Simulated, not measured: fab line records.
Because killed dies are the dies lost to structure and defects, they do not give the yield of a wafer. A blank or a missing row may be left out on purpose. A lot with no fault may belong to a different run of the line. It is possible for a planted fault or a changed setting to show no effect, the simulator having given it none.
fab line records	flow nand-harc
[record] lots = 12	wafers = 36	last-day = 33
route steps=1302 shown P_GATE@157 END@1302
lots that met no fault: from a run of the same line without faults
start-h: hours from the record's opening day to when the first of the lot's shown wafers began	wait-h: hours elapsed since this lot's preceding step	" same as the row above	L1.1+2: a row that stands for several wafers	- no value present, or no start provided	* or withheld: withheld	< > ~ a bound
route shown NAME@n: NAME is a module with steps in the file, n the number in the route of the first one	usual: mean and standard deviation over wafers with no fault	same: alike in all rows	chamber/n: place in a boat	sites: per-site readings	_std_site: the values' standard deviation	_edge_site: the outer-site mean with the inner-site mean subtracted	radius-mm: how far each site lies from the wafer's centre	mask NAME#n: copy n	behind: the most recent tool/chamber to have shaped the wafer	hold: reason for holding the lot/hours on hold/outcome of the hold	device: the transistor (n, p or np) that didn't switch	end of line: the route-end tests of the same wafers	step lacking rows: just its recipe	killed: the dies lost at the first sort to structure and to defects; this is not the yield of the wafer	map: per-die view of a wafer (x killed, . not killed, _ where there is no die)
set.NAME: the setting as run; set.NAME@STEP: as run at that earlier step	model.NAME: the simulator's own value behind a step, which no gauge read
the route's steps for a sample of lots (tables are steps, rows are wafers)
services: the hour from which a tool's chamber was out of use, counted from the record's first day as start-h (under 0 if before that day), plus the number of hours and why
[[steps]]
[step NHARC_P_GATE_STRIP_101]
[recipe] time-s = 20	o2-flow-sccm = 500	ar-flow-sccm = 0	bias-w = 0	chemistry = O2
[usual] drypump-motor-current-A = 5.8/0.53	oes-product-au = 1.000/0.012	rf-vpp-V = 57.9/0.87	showerhead-plenum-p-Torr = 3.60/0.14	throttle-valve-pct = 17.037/0.0081
lot.wafer	tool	chamber	start-h	wait-h	drypump-motor-current-A	oes-product-au	rf-hours-counter-h	rf-vpp-V	showerhead-plenum-p-Torr	throttle-valve-pct
L510.3	rie-diel-04	3	114.42	0.1	4.8	1.006	5.8	57.8	3.77	17.042
L510.4	"	0	"	"	6.8	1.005	5.7	58.5	3.36	17.032
L510.1	"	1	"	"	5.8	1.003	4.8	57.0	3.54	17.026
L514.3	rie-diel-04	3	151.81	0.1	4.8	1.008	6.3	58.6	3.77	17.047
L514.4	"	0	"	"	6.8	1.003	6.3	57.1	3.36	17.036
L514.6	"	2	"	"	6.3	0.999	-	56.6	3.39	17.041
L515.3	rie-diel-10	2	156.66	0.1	5.6	0.985	4.9	58.6	3.54	17.024
L515.2	"	3	"	"	5.6	1.005	5.5	58.2	3.79	17.040
L515.5	"	3	"	"	5.6	0.990	-	58.8	3.79	17.029
L517.2	rie-diel-09	0	176.87	0.1	6.4	0.981	2.6	58.5	3.62	17.040
L517.1	"	3	"	"	5.9	1.003	2.4	58.8	3.73	17.038
L517.5	"	0	"	"	6.4	0.991	-	57.1	3.62	17.030
L518.2	rie-diel-09	0	188.63	0.1	6.4	0.989	3.2	59.5	3.62	17.043
L518.1	"	1	"	"	5.2	0.987	3.8	58.4	3.64	17.047
L518.6	"	2	"	"	6.2	0.982	-	55.9	3.71	17.045
L519.1	rie-diel-09	3	192.74	0.1	5.9	1.005	3.0	56.7	3.73	17.030
L519.3	"	0	"	"	6.4	0.996	3.2	58.3	3.62	17.047
L519.5	"	0	"	"	6.4	0.999	-	60.0	3.62	17.052
L520.4	rie-diel-09	1	212.44	0.1	5.3	0.998	4.2	58.6	3.64	17.048
L520.6	"	3	"	"	5.9	1.010	-	57.3	3.73	17.033
L520.5	"	0	"	"	6.4	0.999	-	56.8	3.62	17.036
L521.1	rie-diel-09	0	218.49	0.1	6.4	0.995	4.4	58.6	3.62	17.016
L521.4	"	1	"	"	5.2	0.994	4.7	58.8	3.64	17.041
L521.6	"	1	"	"	5.3	1.001	-	58.8	3.64	17.039
L525.1	rie-diel-09	1	254.71	0.1	5.3	0.995	6.4	59.6	3.64	17.045
L525.3	"	3	"	"	5.9	1.014	5.5	58.5	3.73	17.029
L525.5	"	1	"	"	5.3	1.000	-	57.2	3.64	17.044
L531.2	rie-diel-09	3	316.89	0.1	5.9	1.004	10.5	57.3	3.73	17.021
L531.3	"	3	"	"	5.9	1.007	-	57.3	3.72	17.033
L531.6	"	1	"	"	5.2	0.987	-	57.8	3.64	17.031
L532.1	rie-diel-09	1	334.68	0.1	5.3	0.990	0.0	58.3	3.64	17.027
L532.5	"	2	"	"	6.2	1.000	-	59.7	3.70	17.041
L532.6	"	3	"	"	5.9	1.014	-	57.6	3.73	17.038
L533.4	rie-diel-10	2	337.77	0.1	5.6	0.996	3.2	57.6	3.53	17.040
L533.3	"	0	"	"	5.9	0.992	1.8	57.2	3.67	17.022
L533.6	"	3	"	"	5.6	0.994	-	57.7	3.78	17.043
[step NHARC_P_GATE_STRIP_75]
[recipe] power-w = 1500	temp-c = 250	chemistry = O2
[usual] drypump-motor-current-A = 5.7/0.77	heater-power-w = 357/29
lot.wafer	tool	chamber	start-h	wait-h	drypump-motor-current-A	heater-power-w	rf-hours-counter-h
L510.1	plasma-asher-01	0	116.24	0.2	5.4	387	24
L510.3	"	0	"	"	5.4	380	-
L510.4	"	1	"	"	6.3	391	-
L514.4	plasma-asher-01	0	153.66	0.2	5.3	378	-
L514.3	"	1	"	"	6.3	390	-
L514.6	"	0	"	"	5.4	384	-
L515.2	plasma-asher-01	0	158.29	0.2	5.4	373	33
L515.3	"	0	"	"	5.4	385	-
L515.5	"	1	"	"	6.3	397	-
L517.2	plasma-asher-02	1	178.70	0.3	6.6	320	20
L517.1	"	0	"	"	4.7	336	20
L517.5	"	0	"	"	4.7	341	-
L518.2	plasma-asher-01	1	190.40	0.3	6.4	397	4
L518.1	"	0	"	"	5.4	373	4
L518.6	"	0	"	"	5.3	382	-
L519.1	plasma-asher-02	0	194.60	0.2	4.7	340	24
L519.3	"	0	"	"	4.7	339	-
L519.5	"	0	"	"	4.7	340	-
L520.4	plasma-asher-02	0	214.09	0.1	4.7	347	-
L520.5	"	1	"	"	6.6	320	-
L520.6	"	0	"	"	4.7	339	-
L521.1	plasma-asher-01	1	220.59	0.3	6.4	385	9
L521.4	"	1	"	"	6.3	390	-
L521.6	"	0	"	"	5.4	377	-
L525.1	plasma-asher-01	1	257.04	0.3	6.3	395	16
L525.3	"	1	"	"	6.3	381	-
L525.5	"	1	"	"	6.4	381	-
L531.2	plasma-asher-01	1	318.65	0.2	6.3	385	31
L531.3	"	1	"	"	6.3	392	-
L531.6	"	0	"	"	5.4	383	-
L532.1	plasma-asher-02	0	336.43	0.2	4.7	341	13
L532.6	"	1	"	"	6.6	323	-
L532.5	"	0	"	"	4.7	356	-
L533.4	plasma-asher-02	0	339.54	0.2	4.7	352	-
L533.3	"	1	"	"	6.6	324	-
L533.6	"	1	"	"	6.6	322	-
[step NHARC_P_GATE_EXPOSE_56]
[recipe] na = 0.6	target-cd-nm = 720	dose-mj = 14.81	mask-id = P_PSD
lot.wafer	tool	chamber	start-h	wait-h	mask
L510.1+3+4	krf-scanner-04	0	117.02	-	P_PSD#0
L514.3+4+6	krf-scanner-01	0	154.29	-	P_PSD#0
L515.2+3+5	krf-scanner-01	0	158.94	-	P_PSD#0
L517.1+2+5	krf-scanner-01	0	179.39	-	P_PSD#0
L518.1+2+6	krf-scanner-03	0	191.17	-	P_PSD#0
L519.1+3+5	krf-scanner-01	0	195.36	-	P_PSD#0
L520.4+5+6	krf-scanner-04	0	214.84	-	P_PSD#0
L521.1+4+6	krf-scanner-04	0	221.29	-	P_PSD_R1#0
L525.1+3+5	krf-scanner-01	0	257.81	-	P_PSD#0
L531.2+3+6	krf-scanner-04	0	319.43	-	P_PSD#0
L532.1+5+6	krf-scanner-01	0	337.18	-	P_PSD#0
L533.3+4+6	krf-scanner-03	0	340.30	-	P_PSD#0
[step NHARC_P_GATE_CD_MEAS_59]
[recipe] target-cd-nm = 720	landing-energy-ev = 500
[usual] cd-nm = 719.2/2.1
lot.wafer	tool	chamber	start-h	wait-h	hold	cd-nm
L510.1	cd-sem-01	0	117.18	-	-	721.2
L510.3	"	0	"	"	-	720.7
L510.4	"	0	"	"	-	721.9
L514.3	cd-sem-03	0	154.44	-	-	721.8
L514.4	"	0	"	"	-	719.8
L514.6	"	0	"	"	-	721.7
L515.2	cd-sem-02	0	159.09	-	-	717.8
L515.3	"	0	"	"	-	717.4
L515.5	"	0	"	"	-	716.9
L517.1	cd-sem-02	0	179.55	-	-	719.9
L517.2	"	0	"	"	-	717.9
L517.5	"	0	"	"	-	721.5
L518.1	cd-sem-01	0	191.32	-	-	720.8
L518.2	"	0	"	"	-	722.1
L518.6	"	0	"	"	-	718.7
L519.1	cd-sem-01	0	195.52	-	-	722.1
L519.3	"	0	"	"	-	721.3
L519.5	"	0	"	"	-	723.6
L520.4	cd-sem-01	0	214.99	-	-	722.8
L520.5	"	0	"	"	-	717.1
L520.6	"	0	"	"	-	719.6
L521.1	cd-sem-03	0	221.45	-	await-dispo/0.2h/release	710.7
L521.4	"	0	"	"	await-dispo/0.2h/release	713.6
L521.6	"	0	"	"	await-dispo/0.2h/release	712.6
L521.1	cd-sem-03	0	-	-	-	711.1
L521.4	"	0	"	"	-	713.8
L521.6	"	0	"	"	-	712.2
L525.1	cd-sem-03	0	257.96	-	-	717.8
L525.3	"	0	"	"	-	717.6
L525.5	"	0	"	"	-	718.2
L531.2	cd-sem-03	0	319.58	-	-	719.7
L531.3	"	0	"	"	-	716.1
L531.6	"	0	"	"	-	720.1
L532.1	cd-sem-02	0	337.34	-	-	716.8
L532.5	"	0	"	"	-	715.9
L532.6	"	0	"	"	-	718.5
L533.3	cd-sem-03	0	340.45	-	-	718.9
L533.4	"	0	"	"	-	722.1
L533.6	"	0	"	"	-	719.9
[step NHARC_P_GATE_STRIP_76]
[recipe] power-w = 1500	temp-c = 250	chemistry = O2
[usual] drypump-motor-current-A = 5.8/0.75	heater-power-w = 359/28
lot.wafer	tool	chamber	start-h	wait-h	drypump-motor-current-A	heater-power-w	rf-hours-counter-h
L510.1	plasma-asher-02	0	117.97	0.2	4.7	338	6
L510.3	"	0	"	"	4.7	344	-
L510.4	"	1	"	"	6.6	321	-
L514.3	plasma-asher-01	1	155.43	0.2	6.3	395	-
L514.4	"	0	"	"	5.4	388	-
L514.6	"	1	"	"	6.3	387	-
L515.2	plasma-asher-01	0	159.88	0.2	5.4	381	34
L515.3	"	1	"	"	6.3	388	-
L515.5	"	1	"	"	6.3	381	-
L517.2	plasma-asher-01	0	180.34	0.2	5.3	370	2
L517.1	"	1	"	"	6.4	394	2
L517.5	"	0	"	"	5.4	372	-
L518.2	plasma-asher-02	0	192.11	0.2	4.7	339	24
L518.1	"	1	"	"	6.6	322	24
L518.6	"	0	"	"	4.7	343	-
L519.1	plasma-asher-02	1	196.33	0.2	6.6	320	25
L519.3	"	1	"	"	6.6	318	-
L519.5	"	1	"	"	6.6	317	-
L520.4	plasma-asher-02	0	215.79	0.2	4.7	344	-
L520.5	"	0	"	"	4.7	340	-
L520.6	"	1	"	"	6.6	326	-
L521.1	plasma-asher-01	0	224.24	0.2	5.3	376	9
L521.4	"	0	"	"	5.4	375	-
L521.6	"	0	"	"	5.4	378	-
L525.1	plasma-asher-01	0	259.40	0.2	5.4	388	18
L525.3	"	1	"	"	6.4	382	-
L525.5	"	0	"	"	5.4	379	-
L531.2	plasma-asher-01	0	320.36	0.2	5.4	378	31
L531.3	"	1	"	"	6.3	381	-
L531.6	"	0	"	"	5.4	375	-
L532.1	plasma-asher-01	1	338.13	0.2	6.3	385	34
L532.5	"	1	"	"	6.3	381	-
L532.6	"	0	"	"	5.4	391	-
L533.4	plasma-asher-01	1	341.25	0.2	6.3	386	-
L533.3	"	0	"	"	5.3	375	-
L533.6	"	0	"	"	5.4	380	-
[step NHARC_END_SORT_01]
[recipe] temp-c = 25
[usual] killed-at-array = 62/20	killed-at-other = 0.8/1.1	killed-at-periphery = 3.5/2.4	killed-dies = 66/21	killed-open = 3.5/1.9	killed-short = 2.5/1.7
[same] gross-dies = 677
lot.wafer	tool	chamber	start-h	wait-h	killed-at-array	killed-at-other	killed-at-periphery	killed-dies	killed-open	killed-short
L521.1	prober-02	0	696.65	2.5	78	1	5	84	2	2
// killed by level:class
L521.1 A_CHANNEL_HOLE_D1:chamber-film-flake=37 A_SLIT:chamber-film-flake=31 P_CONTACT:chamber-film-flake=3 A_STAIRCASE:chamber-film-flake=3 P_M0:geometric-particle:open=1 A_ONON_D2:geometric-particle:open=1 A_ONON_D2:geometric-particle:short=1 A_WL_FILL:geometric-particle:short=1
[[services]]
tool	chamber	start-h	hours	kind
rie-diel-04	1	96.20	7.9	repair
krf-scanner-04	-	98.92	0.9	repair
krf-scanner-03	-	111.30	2.8	repair
krf-scanner-04	-	120.66	0.2	repair
rie-diel-09	-	143.10	9.0	pm
plasma-asher-01	-	165.20	9.0	pm
rie-diel-04	-	177.90	9.0	pm
krf-scanner-04	-	182.00	4.0	pm
krf-scanner-03	-	182.59	1.5	repair
krf-scanner-01	-	183.40	4.0	pm
rie-diel-04	-	187.54	0.6	repair
rie-diel-10	0	189.62	12.9	repair
rie-diel-09	1	190.97	8.8	repair
krf-scanner-03	-	224.00	4.0	pm
rie-diel-09	0	236.91	5.7	repair
rie-diel-10	-	242.52	9.0	pm
plasma-asher-02	-	247.96	0.6	repair
plasma-asher-02	-	254.47	9.0	pm
rie-diel-10	-	269.23	0.3	repair
rie-diel-09	2	280.90	45.9	repair
rie-diel-09	3	288.76	1.9	repair
plasma-asher-02	-	296.57	0.4	repair
rie-diel-09	0	311.22	8.4	repair
rie-diel-09	-	320.10	9.0	pm
[[key]]
[first-sign] step = NHARC_P_GATE_EXPOSE_56	reading = mask	direction = changed
[effect] step = NHARC_P_GATE_CD_MEAS_59	reading = visit	direction = added
met-at NHARC_P_GATE_EXPOSE_56
struck-lots L521
tester-left-out L521
not-acting-at NHARC_P_GATE_STRIP_101,NHARC_P_GATE_STRIP_75,NHARC_P_GATE_STRIP_76
onset-between 214.84 221.29
[fault] kind = wrong-mask	tool = any	chamber = -	onset-h = 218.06	steps = NHARC_P_GATE_EXPOSE_56	aux-copy = P_PSD_R1#0	cd-offset-nm = -7.0775	scope = struck-lots-only
// tester-left-out: of these lots the tester's yield and bins aren't shown, on N5 and GAA mostly nor the transistor test; their killed dies are dies lost to structure and defects alone, not to doping, threshold or leakage, so they don't give the yield
